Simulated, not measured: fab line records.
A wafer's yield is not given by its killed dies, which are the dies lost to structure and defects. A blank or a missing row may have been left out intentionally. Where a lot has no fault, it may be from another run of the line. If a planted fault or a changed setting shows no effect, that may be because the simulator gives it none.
One fault seen from 2 desks    flow nand-harc    what lay behind the numbers comes last; until then each desk has only its own

== DESK OF THE TOOL OWNER: har-etch-02 ==
The tool's own readings at NHARC_A_CHANNEL_HOLE_D2_ETCH_19 (etches the open film in C4F8/O2/Ar, time 34.5 s): means of the sampled wafers that have a number, for each lot that ran on this tool. If a lot's mean is further than 4 standard deviations from the usual mean, the lot is out of limits and carries the mark OUT (the distance appears in the brackets).
Columns: A = drypump-motor-current-A at NHARC_A_CHANNEL_HOLE_D2_ETCH_19, usual 5.62 A; B = showerhead-plenum-p-Torr at NHARC_A_CHANNEL_HOLE_D2_ETCH_19, usual 3.67 Torr; C = throttle-valve-pct at NHARC_A_CHANNEL_HOLE_D2_ETCH_19, usual 37.038 %
lot   first seen here  A     B     C
L195  day 13 21:20     5.67  3.73  37.032
L197  day 14 08:39     5.71  3.74  37.038
L198  day 14 22:54     5.64  3.72  37.039
L201  day 16 02:57     5.71  3.73  37.028
L205  day 17 14:02     5.72  3.72  37.035
L207  day 19 02:25     5.65  3.70  37.036
L209  day 19 06:34     5.67  3.70  37.048
L208  day 19 19:46     5.66  3.69  37.037
L210  day 20 04:07     5.65  3.69  37.039
Result from this desk: across the 9 lots, nothing is out of limits.

== THE DEFECT DESK ==
For each lot, the counts of the inspections along the route, averaged over the sampled wafers that have a number. If a lot's mean is further than 4 standard deviations from the usual mean, the lot is out of limits and carries the mark OUT (the distance appears in the brackets).
Columns: A = raw-defect-count at NHARC_A_CHANNEL_HOLE_D2_INSPECT_40, usual 283
lot   first seen here  A
L195  day 14 03:03     327
L197  day 14 14:21     368
L198  day 15 04:35     447
L200  day 15 22:08     159
L202  day 16 06:06     224
L201  day 16 08:38     303
L205  day 17 19:44     229
L207  day 19 08:15     222
L209  day 19 12:17     617
L208  day 20 01:36     646
L210  day 20 09:50     693 (+4.1) OUT
This desk finds L210 out of limits, L210 being first, at day 20 09:50 (raw-defect-count at NHARC_A_CHANNEL_HOLE_D2_INSPECT_40). L195, L197, L198, L200, L202, L201, L205, L207, L209, L208: within limits.

== ALL TOGETHER ==
The defect desk could have raised an alarm at day 20 09:50, on L210.
The desk of the tool owner found nothing out of limits.
On record at the tool owner's desk: L210, within its limits.
All the named lots went through NHARC_A_CHANNEL_HOLE_D2_ETCH_19 on har-etch-02.

== WHAT HAD BEEN PUT IN BY THE SIMULATOR ==
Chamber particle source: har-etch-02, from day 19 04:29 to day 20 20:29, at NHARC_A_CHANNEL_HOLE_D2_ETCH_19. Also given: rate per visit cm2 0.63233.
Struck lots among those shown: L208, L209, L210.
Hours from the fault's start to each desk's first reading out of limits: the defect desk, 29.
